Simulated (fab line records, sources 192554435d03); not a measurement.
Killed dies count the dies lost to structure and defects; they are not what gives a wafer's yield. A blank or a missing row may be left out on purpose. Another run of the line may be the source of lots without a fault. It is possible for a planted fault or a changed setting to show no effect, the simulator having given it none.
Which tool did it?	flow n5-finfet	24 lots with 72 wafers sampled at 6 steps, on a route of 1938 steps

## WHAT THE GAUGES READ, wafer by wafer
The record holds no reading of a measuring or inspecting step that can be judged against a usual standard deviation.

## WHAT TOOL EACH LOT RAN ON (gives the tool, then ch and the chambers of the sampled wafers, and finally the start)
lot	N5_BEOL_M3_SURFACE_TREAT_85	N5_BEOL_M3_SPUTTER_86	N5_BEOL_M3_ANNEAL_87	N5_BEOL_M3_SPUTTER_88	N5_BEOL_M3_ANNEAL_91	N5_BEOL_M3_CMP_52
L075	pvd-sputter-01, day 11 11:07	pvd-sputter-03, day 11 12:01	pvd-sputter-03, day 11 12:06	pvd-sputter-03, day 11 12:14	pvd-sputter-03, day 11 12:32	cmp-04 ch 0,3, day 11 13:37
L078	pvd-sputter-01, day 11 14:15	pvd-sputter-03, day 11 15:23	pvd-sputter-03, day 11 15:28	pvd-sputter-03, day 11 15:36	pvd-sputter-03, day 11 15:54	cmp-03 ch 1,2,3, day 11 17:02
L077	pvd-sputter-01, day 12 01:26	pvd-sputter-02, day 12 02:33	pvd-sputter-02, day 12 02:38	pvd-sputter-02, day 12 02:46	pvd-sputter-02, day 12 03:04	cmp-02 ch 2,3, day 12 04:10
L084	pvd-sputter-03, day 12 08:40	pvd-sputter-02, day 12 09:34	pvd-sputter-02, day 12 09:39	pvd-sputter-02, day 12 09:47	pvd-sputter-02, day 12 10:05	cmp-04 ch 0,1,2, day 12 11:32
L079	pvd-sputter-02, day 12 11:20	pvd-sputter-03, day 12 12:28	pvd-sputter-03, day 12 12:32	pvd-sputter-03, day 12 12:41	pvd-sputter-03, day 12 12:59	cmp-02 ch 1,2,3, day 12 14:16
L074	pvd-sputter-01, day 12 14:23	pvd-sputter-01, day 12 15:24	pvd-sputter-01, day 12 15:29	pvd-sputter-01, day 12 15:37	pvd-sputter-01, day 12 15:55	cmp-02 ch 0,1,2, day 12 17:11
L076	pvd-sputter-03, day 13 10:11	pvd-sputter-01, day 13 11:06	pvd-sputter-01, day 13 11:11	pvd-sputter-01, day 13 11:19	pvd-sputter-01, day 13 11:37	cmp-03 ch 0,1,3, day 13 12:42
L080	pvd-sputter-02, day 13 10:17	pvd-sputter-02, day 13 11:19	pvd-sputter-02, day 13 11:23	pvd-sputter-02, day 13 11:32	pvd-sputter-02, day 13 11:50	cmp-04 ch 1,2, day 13 12:54
L083	pvd-sputter-02, day 13 16:20	pvd-sputter-01, day 13 17:38	pvd-sputter-01, day 13 17:43	pvd-sputter-01, day 13 17:52	pvd-sputter-01, day 13 18:10	cmp-03 ch 1,2,3, day 13 19:16
L081	pvd-sputter-03, day 13 21:30	pvd-sputter-01, day 13 22:43	pvd-sputter-01, day 13 22:48	pvd-sputter-01, day 13 22:56	pvd-sputter-01, day 13 23:14	cmp-02 ch 1,3, day 14 00:29
L082	pvd-sputter-01, day 14 06:50	pvd-sputter-01, day 14 07:43	pvd-sputter-01, day 14 07:47	pvd-sputter-01, day 14 07:56	pvd-sputter-01, day 14 08:14	cmp-04 ch 0,1,2, day 14 09:27
L085	pvd-sputter-03, day 14 08:02	pvd-sputter-03, day 14 09:02	pvd-sputter-03, day 14 09:07	pvd-sputter-03, day 14 09:15	pvd-sputter-03, day 14 09:33	cmp-02 ch 0,1,3, day 14 10:53
L087	pvd-sputter-03, day 14 13:14	pvd-sputter-02, day 14 15:21	pvd-sputter-02, day 14 15:26	pvd-sputter-02, day 14 15:34	pvd-sputter-02, day 14 15:52	cmp-02 ch 1,2,3, day 14 16:57
L086	pvd-sputter-01, day 14 19:05	pvd-sputter-02, day 14 20:14	pvd-sputter-02, day 14 20:19	pvd-sputter-02, day 14 20:27	pvd-sputter-02, day 14 20:45	cmp-03 ch 0,2,3, day 14 21:52
L088	pvd-sputter-03, day 14 20:35	pvd-sputter-03, day 14 21:32	pvd-sputter-03, day 14 21:37	pvd-sputter-03, day 14 21:45	pvd-sputter-03, day 14 22:03	cmp-03 ch 0,3, day 14 23:59
L089	pvd-sputter-01, day 14 22:22	pvd-sputter-03, day 14 23:28	pvd-sputter-03, day 14 23:33	pvd-sputter-03, day 14 23:41	pvd-sputter-03, day 14 23:59	cmp-03 ch 0,2,3, day 15 01:08
L090	pvd-sputter-01, day 15 02:41	pvd-sputter-03, day 15 03:42	pvd-sputter-03, day 15 03:47	pvd-sputter-03, day 15 03:55	pvd-sputter-03, day 15 04:13	cmp-02 ch 1,2, day 15 05:38
L091	pvd-sputter-02, day 15 04:51	pvd-sputter-03, day 15 05:54	pvd-sputter-03, day 15 05:59	pvd-sputter-03, day 15 06:07	pvd-sputter-03, day 15 06:25	cmp-02 ch 0,1, day 15 08:20
L093	pvd-sputter-03, day 16 13:29	pvd-sputter-01, day 16 14:29	pvd-sputter-01, day 16 14:34	pvd-sputter-01, day 16 14:42	pvd-sputter-01, day 16 15:00	cmp-04 ch 0,2,3, day 16 16:05
L092	pvd-sputter-01, day 16 16:30	pvd-sputter-03, day 16 17:36	pvd-sputter-03, day 16 17:41	pvd-sputter-03, day 16 17:49	pvd-sputter-03, day 16 18:07	cmp-04 ch 1,2,3, day 16 19:11
L094	pvd-sputter-01, day 16 23:25	pvd-sputter-02, day 17 00:21	pvd-sputter-02, day 17 00:26	pvd-sputter-02, day 17 00:34	pvd-sputter-02, day 17 00:52	cmp-04 ch 0,1, day 17 01:56
L095	pvd-sputter-02, day 16 23:29	pvd-sputter-03, day 17 00:32	pvd-sputter-03, day 17 00:37	pvd-sputter-03, day 17 00:46	pvd-sputter-03, day 17 01:04	cmp-03 ch 0,1, day 17 02:08
L096	pvd-sputter-01, day 17 00:12	pvd-sputter-02, day 17 02:11	pvd-sputter-02, day 17 02:16	pvd-sputter-02, day 17 02:25	pvd-sputter-02, day 17 02:43	cmp-04 ch 1,2, day 17 03:56
L097	pvd-sputter-01, day 17 10:02	pvd-sputter-03, day 17 11:06	pvd-sputter-03, day 17 11:11	pvd-sputter-03, day 17 11:19	pvd-sputter-03, day 17 11:37	cmp-04 ch 0,3, day 17 12:44
- N5_BEOL_M3_SURFACE_TREAT_85
- N5_BEOL_M3_SPUTTER_86: material Cu, target thk 4.5 nm, time 8.29 s.
- N5_BEOL_M3_ANNEAL_87: time 240 s.
- N5_BEOL_M3_SPUTTER_88: material Cu, target thk 4.5 nm, time 8.29 s.
- N5_BEOL_M3_ANNEAL_91: time 240 s.
- N5_BEOL_M3_CMP_52: polishes, stops on SiOC, t overpolish 6.8 s, target thk 40 nm.

## WHAT THE TOOLS THEMSELVES READ (means of the sampled wafers that have a number; where no wafer has one, the mark that the record gives instead)
N5_BEOL_M3_SPUTTER_86.
lot	tool	substrate-temp-c (C)	throttle-valve-pct (%)
L075	pvd-sputter-03	-19.97	30.5
L078	pvd-sputter-03	-19.95	29.7
L077	pvd-sputter-02	-19.95	30.4
L084	pvd-sputter-02	-20.01	30.8
L079	pvd-sputter-03	-20.04	30.1
L074	pvd-sputter-01	-19.99	28.5
L076	pvd-sputter-01	-20.04	28.2
L080	pvd-sputter-02	-20.20	30.3
L083	pvd-sputter-01	-20.02	29.1
L081	pvd-sputter-01	-19.98	30.1
L082	pvd-sputter-01	-19.96	28.9
L085	pvd-sputter-03	-20.04	30.6
L087	pvd-sputter-02	-20.12	30.9
L086	pvd-sputter-02	-20.03	30.4
L088	pvd-sputter-03	-19.94	30.1
L089	pvd-sputter-03	-19.94	29.8
L090	pvd-sputter-03	-20.00	30.3
L091	pvd-sputter-03	-19.92	30.2
L093	pvd-sputter-01	-19.92	28.3
L092	pvd-sputter-03	-19.97	30.2
L094	pvd-sputter-02	-20.17	30.6
L095	pvd-sputter-03	-20.14	30.6
L096	pvd-sputter-02	-19.95	30.5
L097	pvd-sputter-03	-20.00	30.3

N5_BEOL_M3_ANNEAL_87.
lot	tool	heater-power-w (W)	susceptor_temp_C_max
L075	pvd-sputter-03	823	401.3
L078	pvd-sputter-03	824	400.9
L077	pvd-sputter-02	837	401.3
L084	pvd-sputter-02	857	400.8
L079	pvd-sputter-03	805	401.2
L074	pvd-sputter-01	794	400.9
L076	pvd-sputter-01	840	401.1
L080	pvd-sputter-02	818	400.8
L083	pvd-sputter-01	831	400.9
L081	pvd-sputter-01	741	401.1
L082	pvd-sputter-01	803	401.0
L085	pvd-sputter-03	878	401.8
L087	pvd-sputter-02	890	400.8
L086	pvd-sputter-02	847	400.7
L088	pvd-sputter-03	807	401.3
L089	pvd-sputter-03	817	400.8
L090	pvd-sputter-03	862	401.4
L091	pvd-sputter-03	826	401.5
L093	pvd-sputter-01	883	400.5
L092	pvd-sputter-03	821	401.4
L094	pvd-sputter-02	860	400.8
L095	pvd-sputter-03	873	401.3
L096	pvd-sputter-02	809	401.2
L097	pvd-sputter-03	766	401.2

N5_BEOL_M3_SPUTTER_88.
lot	tool	substrate-temp-c (C)	throttle-valve-pct (%)
L075	pvd-sputter-03	-20.08	30.7
L078	pvd-sputter-03	-19.93	29.7
L077	pvd-sputter-02	-20.02	30.5
L084	pvd-sputter-02	-19.95	30.7
L079	pvd-sputter-03	-19.90	30.1
L074	pvd-sputter-01	-19.98	28.6
L076	pvd-sputter-01	-20.02	28.4
L080	pvd-sputter-02	-20.07	30.4
L083	pvd-sputter-01	-19.89	29.1
L081	pvd-sputter-01	-20.05	30.3
L082	pvd-sputter-01	-20.04	28.9
L085	pvd-sputter-03	-20.07	30.5
L087	pvd-sputter-02	-20.00	30.8
L086	pvd-sputter-02	-19.94	30.6
L088	pvd-sputter-03	-19.95	30.2
L089	pvd-sputter-03	-19.93	29.7
L090	pvd-sputter-03	-19.92	30.2
L091	pvd-sputter-03	-19.94	30.2
L093	pvd-sputter-01	-20.09	28.4
L092	pvd-sputter-03	-20.10	30.2
L094	pvd-sputter-02	-20.06	30.6
L095	pvd-sputter-03	-19.99	30.7
L096	pvd-sputter-02	-19.99	30.4
L097	pvd-sputter-03	-20.03	30.1

N5_BEOL_M3_ANNEAL_91.
lot	tool	heater-power-w (W)	susceptor_temp_C_max
L075	pvd-sputter-03	820	401.4
L078	pvd-sputter-03	800	401.2
L077	pvd-sputter-02	829	400.8
L084	pvd-sputter-02	870	400.8
L079	pvd-sputter-03	802	401.2
L074	pvd-sputter-01	792	400.6
L076	pvd-sputter-01	849	400.5
L080	pvd-sputter-02	819	400.7
L083	pvd-sputter-01	835	400.6
L081	pvd-sputter-01	741	400.9
L082	pvd-sputter-01	790	401.0
L085	pvd-sputter-03	865	401.3
L087	pvd-sputter-02	877	400.5
L086	pvd-sputter-02	838	400.6
L088	pvd-sputter-03	799	401.3
L089	pvd-sputter-03	832	401.1
L090	pvd-sputter-03	855	401.1
L091	pvd-sputter-03	820	401.3
L093	pvd-sputter-01	867	400.7
L092	pvd-sputter-03	817	401.4
L094	pvd-sputter-02	858	400.6
L095	pvd-sputter-03	876	401.2
L096	pvd-sputter-02	814	400.7
L097	pvd-sputter-03	759	401.8

N5_BEOL_M3_CMP_52.
lot	tool	barrier-field-endpoint-s (s)	clearing-platen-rpm (rpm)	motor-current-A (A)	overpolish-run-s (s)	pad-life-wafers	retaining-ring-pressure-frac	time-to-endpoint-s (s)
L075	cmp-04	24.6	50.009	6.2	6.805	704	1.008	59
L078	cmp-03	25.5	49.973	6.0	6.797	1832	0.999	63
L077	cmp-02	23.6	50.022	5.4	6.797	222	1.002	60
L084	cmp-04	23.5	49.987	5.9	6.795	787	1.000	58
L079	cmp-02	24.0	50.004	5.3	6.795	289	0.996	59
L074	cmp-02	24.4	50.026	4.8	6.806	314	1.002	60
L076	cmp-03	24.7	50.007	5.8	6.786	55	0.995	64
L080	cmp-04	24.1	49.997	5.4	6.792	996	1.004	59
L083	cmp-03	24.8	49.972	5.9	6.804	122	1.002	61
L081	cmp-02	24.2	50.017	6.0	6.800	542	0.999	57
L082	cmp-04	24.4	49.985	5.8	6.803	1149	1.003	60
L085	cmp-02	24.4	50.001	5.1	6.795	644	0.999	58
L087	cmp-02	24.8	50.041	5.3	6.802	697	0.994	59
L086	cmp-03	24.7	49.980	5.9	6.802	254	0.998	62
L088	cmp-03	24.9	50.004	5.8	6.799	284	0.996	64
L089	cmp-03	25.1	49.993	5.9	6.797	290	1.000	60
L090	cmp-02	24.2	49.994	4.9	6.796	846	1.003	61
L091	cmp-02	25.2	50.033	4.9	6.799	908	0.999	64
L093	cmp-04	24.8	49.985	6.1	6.797	1327	1.003	61
L092	cmp-04	24.6	50.011	5.5	6.793	1351	1.004	64
L094	cmp-04	24.0	49.991	6.2	6.806	1404	0.997	62
L095	cmp-03	24.9	49.978	5.5	6.798	642	1.004	66
L096	cmp-04	24.7	50.014	5.5	6.801	1424	1.004	62
L097	cmp-04	24.7	50.002	6.1	6.792	1496	0.993	63

## THE ANSWER, worked out from the rows above alone
Rule: usual is defined by the lots themselves. The widest of any qualifying gaps counts: lots, ordered by their means at a reading, are off when they make up no more than a third of the lots, leave a main group of 4 or more, and stand apart from it by 3 or more times the standard deviation of that group's means. A main group whose means are all the same, to the digits that the tables above print for the reading, isn't used. A lot without any number at a reading at which 4 lots or more have one is off too. Where the step has rows for the other lots, those lots are counted as sound. Order of review: gauges by route order, followed by the tools' own readings, for which a lot's mean as printed above is used. The first step at which some lot is off is used, and at that step the reading that is off furthest; a lot without a number counts as furthest.
Across all readings shown, no lot is off: no conclusion can be drawn from this.

## WHAT HAD BEEN PUT IN BY THE SIMULATOR
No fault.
